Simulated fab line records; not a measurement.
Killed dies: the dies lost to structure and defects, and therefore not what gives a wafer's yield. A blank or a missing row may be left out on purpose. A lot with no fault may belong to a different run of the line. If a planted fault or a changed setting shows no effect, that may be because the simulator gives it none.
One fault through the eyes of 2 desks ; flow nand-harc ; each desk holds nothing but its own numbers, with what lay behind them at the end

## TOOL OWNER'S DESK, pecvd-03
The tool's own readings at NHARC_A_CHANNEL_HOLE_D1_DEP_01 (deposits SiON, target thk 140 nm): means of the sampled wafers that have a number, for each lot that ran on this tool. A lot is out of limits, marked OUT, if its mean lies more than 4 standard deviations from the usual mean; the brackets give that distance.
Columns: A = heater-power-w at NHARC_A_CHANNEL_HOLE_D1_DEP_01, usual 758 W
lot;first seen here;A
L774;day 9 13:19;792
L780;day 12 07:47;802
L781;day 12 13:34;849
L788;day 15 14:49;776
L791;day 16 23:50;748
L794;day 18 06:08;814
This desk found nothing out of limits on any of the 6 lots.

## THE DEFECT DESK
Inspection counts along the route, by lot: the mean over sampled wafers that carry a number. A lot is out of limits, marked OUT, if its mean lies more than 4 standard deviations from the usual mean; the brackets give that distance.
Columns: A = raw-defect-count at NHARC_A_BONDPAD_INSPECT_23, usual 534; B = raw-defect-count at NHARC_HYBRID_BOND_INSPECT_06, usual 88
lot;first seen here;A;B
L773;day 23 21:49;396;19
L772;day 23 22:43;681;97
L774;day 24 04:02;613;127
L771;day 24 09:17;478;106
L775;day 24 18:25;604;23
L786;day 29 03:41;548;109
L788;day 29 18:59;558;154
L789;day 30 11:55;462;82
L791;day 31 15:00;479;115
L792;day 31 16:52;444;87
L793;day 32 03:35;400;91
L794;day 32 17:20;589;65
This desk found nothing out of limits on any of the 12 lots.

## PUT TOGETHER
The tool owner's desk saw nothing out of limits.
The defect desk saw nothing out of limits.

## WHAT WAS PUT IN BY THE SIMULATOR
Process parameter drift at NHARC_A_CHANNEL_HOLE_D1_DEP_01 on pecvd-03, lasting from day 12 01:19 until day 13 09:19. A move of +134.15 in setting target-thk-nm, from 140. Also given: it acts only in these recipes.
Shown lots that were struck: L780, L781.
